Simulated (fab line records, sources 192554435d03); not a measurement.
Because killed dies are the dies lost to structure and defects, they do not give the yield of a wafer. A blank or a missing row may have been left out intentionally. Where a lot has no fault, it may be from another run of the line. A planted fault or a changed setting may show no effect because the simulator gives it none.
Lot-split experiment | flow n5_finfet | 7 lots, 21 wafers read, on a route of 1938 steps

== ON THE SPLIT ==
At N5_BEOL_M11_TRENCH_ETCH_37 (etches SiCOH lowk in C4F6/O2, target depth 148.83 nm, time 48 s), the setting bias_w was moved away from the recipe's 185 W on 4 of the 21 wafers read, by -17.6% to -6.4%. For the rest of the wafers, this setting stayed at what the recipe calls for.

Reading taken at the split's own step.

== THE READING ==
rf_vpp_V, in V, at N5_BEOL_M11_TRENCH_ETCH_37 (etches SiCOH lowk in C4F6/O2, target depth 148.83 nm, time 48 s). A value of 667 V with a standard deviation of 9.8 V is what fault-free wafers of this fab line usually give.

wafer  | tool, chamber at the split | bias_w as run, W | against the recipe | rf_vpp_V, V | against lot-mates on the recipe
L078.1 | rie_diel-01, 3             | 185              | recipe             | 677         | -
L078.4 | rie_diel-01, 0             | 185              | recipe             | 656         | -
L078.6 | rie_diel-01, 3             | 185              | recipe             | 678         | -
L079.2 | rie_diel-01, 3             | 185              | recipe             | 676         | -
L079.3 | rie_diel-01, 0             | 185              | recipe             | 654         | -
L079.5 | rie_diel-01, 3             | 185              | recipe             | 677         | -
L089.2 | rie_diel-06, 3             | 185              | recipe             | 654         | -
L089.4 | rie_diel-06, 2             | 152.5            | -17.6%             | 557         | -98
L089.5 | rie_diel-06, 1             | 185              | recipe             | 657         | -
L092.2 | rie_diel-05, 1             | 173.1            | -6.4%              | 646         | -24
L092.3 | rie_diel-05, 0             | 185              | recipe             | 670         | -
L092.5 | rie_diel-05, 1             | 173.1            | -6.4%              | 645         | -25
L091.1 | rie_diel-01, 2             | 185              | recipe             | 666         | -
L091.3 | rie_diel-01, 1             | 185              | recipe             | 672         | -
L091.4 | rie_diel-01, 2             | 160.8            | -13.1%             | 595         | -74
L093.3 | rie_diel-01, 1             | 185              | recipe             | 670         | -
L093.5 | rie_diel-01, 2             | 185              | recipe             | 664         | -
L093.6 | rie_diel-01, 0             | 185              | recipe             | 656         | -
L097.2 | rie_diel-05, 2             | 185              | recipe             | 678         | -
L097.3 | rie_diel-05, 1             | 185              | recipe             | 679         | -
L097.4 | rie_diel-05, 0             | 185              | recipe             | 671         | -

FIT RESULTS
A straight line over all 21 wafers: rf_vpp_V changes by +5.75 V for each +1% of bias_w; r = +0.94; the points scatter about the line by 10 V.
The same after taking each lot's own level away (the mean of its wafers on the recipe; 21 wafers): +5.41 V for each +1%; r = +0.96; scatter 7.4 V.
On that fit, the largest move of bias_w shifts the reading by 95 V.
From 655.5 to 676.0 V: that is the span of the lots' own levels, equal to 2.1 times the standard deviation above.
The two slopes are in agreement: the lot-to-lot level therefore moves the slope only a little.
Check: for one of the wafers moved furthest among these (-17.6%), held out of the fit, the line's prediction against its lot-mates is -89.2 V. Against them it came out at -98.5 V.
Tool readings at the split's step, against how far the setting was moved: rf_vpp_V r = +0.94.

== THE OTHER SPLITS THESE WAFERS WENT THROUGH ==
Other splits were also applied to these wafers ahead of the reading. Each is held against what the fit with the lots' levels taken away leaves over:
other split on the same wafers | wafers away from the commonest value | r with rf_vpp_V (lot level and that fit taken away)
N5_BEOL_M11_PECVD_70 time_s    | 5                                    | -0.18
N5_BEOL_M11_ETCH_66 time_s     | 8                                    | -0.04

== THE FILE'S OWN FIT ==
rf_vpp_V changes by +5.48 V for each +1% of bias_w, r = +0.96.
